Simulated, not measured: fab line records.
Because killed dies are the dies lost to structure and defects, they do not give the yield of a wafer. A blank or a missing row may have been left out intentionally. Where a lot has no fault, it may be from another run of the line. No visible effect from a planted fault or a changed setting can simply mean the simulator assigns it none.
Comparing a struck lot with a sound one | flow n5Finfet | 15 steps out of a route of 1938
Sound: the wafers L728.1, L728.3, L728.4. Wafers L724.2, L724.3, L724.5 were the ones struck. At the end, the cause is stated.
Per side, at each step with rows, come the tool, then ch with its chambers, and then its first start. Under that, the readings that differ: sound wafers | struck wafers | difference of the means | sigmas: that difference in standard deviations of wafers without a fault.
alike: readings whose means differ by less than 2 such deviations, and words and numbers that are the same on both sides. not compared: withheld readings, readings that some wafer has no value for, bounds like >300 that may hide the same value, and numbers for which the record gives no deviation and whose values overlap.
Wherever a step has rows on one side only, a row that says differs or no value, or a row with sigmas, the two part there. When numbers do not overlap yet have no deviation, they are printed without sigmas and do not part them. Lack of a reading on every wafer of one side parts them only where that side has two or more wafers.

first, 3 steps without rows for these wafers: N5_BEOL_M5_SRD_40 (time 30 s); N5_BEOL_M5_PRECLEAN_42 (cleans in residue remover, time 60 s); N5_BEOL_M5_SRD_43 (time 30 s).
N5_BEOL_M5_CD_MEAS_35: target cd 28 nm, target cd y 24 nm.
  sound on cdSem-02, day 10 08:57; struck on cdSem-02, day 9 17:06
  alike: cdNm
N5_BEOL_M5_CURE_80: cures SiCOH lowk, time 120 s.
  sound on uvCure-02 ch 2, day 10 09:00; struck on uvCure-03 ch 1, day 9 17:11
  alike: lampPowerPct, wafer_temp_C_max
then, 1 step without rows for these wafers: N5_BEOL_M5_DEGAS_44 (time 60 s).
N5_BEOL_M5_PRE_CLEAN_45: time 30 s.
  sound on pvdSputter-01, day 10 09:22; struck on pvdSputter-03, day 9 17:58
  alike: heaterPowerW
then, 1 step without rows for these wafers: N5_BEOL_M5_ALD_86 (deposits TaN, pulse time 2 s, purge time 3 s, co reactant purge time 2 s).
N5_BEOL_M5_SURFACE_TREAT_87:
  sound on pvdSputter-01, day 10 09:48; struck on pvdSputter-02, day 9 18:20
  not compared: throttleValvePct
then, 1 step without rows for these wafers: N5_BEOL_M5_CVD_47 (deposits Co from CCTBA/H2, target thk 3 nm, time 216 s).
N5_BEOL_M5_SPUTTER_48: material Cu, target thk 15 nm, time 27.62 s.
  sound on pvdSputter-02, day 10 11:02; struck on pvdSputter-03, day 9 18:44
  alike: chamberPressurePa, throttleValvePct
N5_BEOL_M5_ANNEAL_49: time 1800 s.
  sound on pvdSputter-02, day 10 11:07; struck on pvdSputter-03, day 9 18:49
  alike: heaterPowerW
N5_BEOL_M5_SPUTTER_81: material Cu, target thk 15 nm, time 27.62 s.
  sound on pvdSputter-02, day 10 12:07; struck on pvdSputter-03, day 9 19:55
reading                | sound                   | struck                | difference | sigmas
chamberPressurePa (Pa) | 0.06989 0.07014 0.06987 | 0.0676 0.0676 0.06757 | -0.0024    | -18
  alike: throttleValvePct
then, 2 steps without rows for these wafers: N5_BEOL_M5_ANNEAL_82 (time 1800 s); N5_PASSIVATION_PROBE_49.

## WHERE THEY PART
Within this record, at N5_BEOL_M5_SPUTTER_81 only.

WHY: the cause the simulator had injected
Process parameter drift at N5_BEOL_M5_SPUTTER_81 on pvdSputter-03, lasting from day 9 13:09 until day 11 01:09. Setting chamberPressurePa, moved by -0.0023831, from 0.07. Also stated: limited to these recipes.
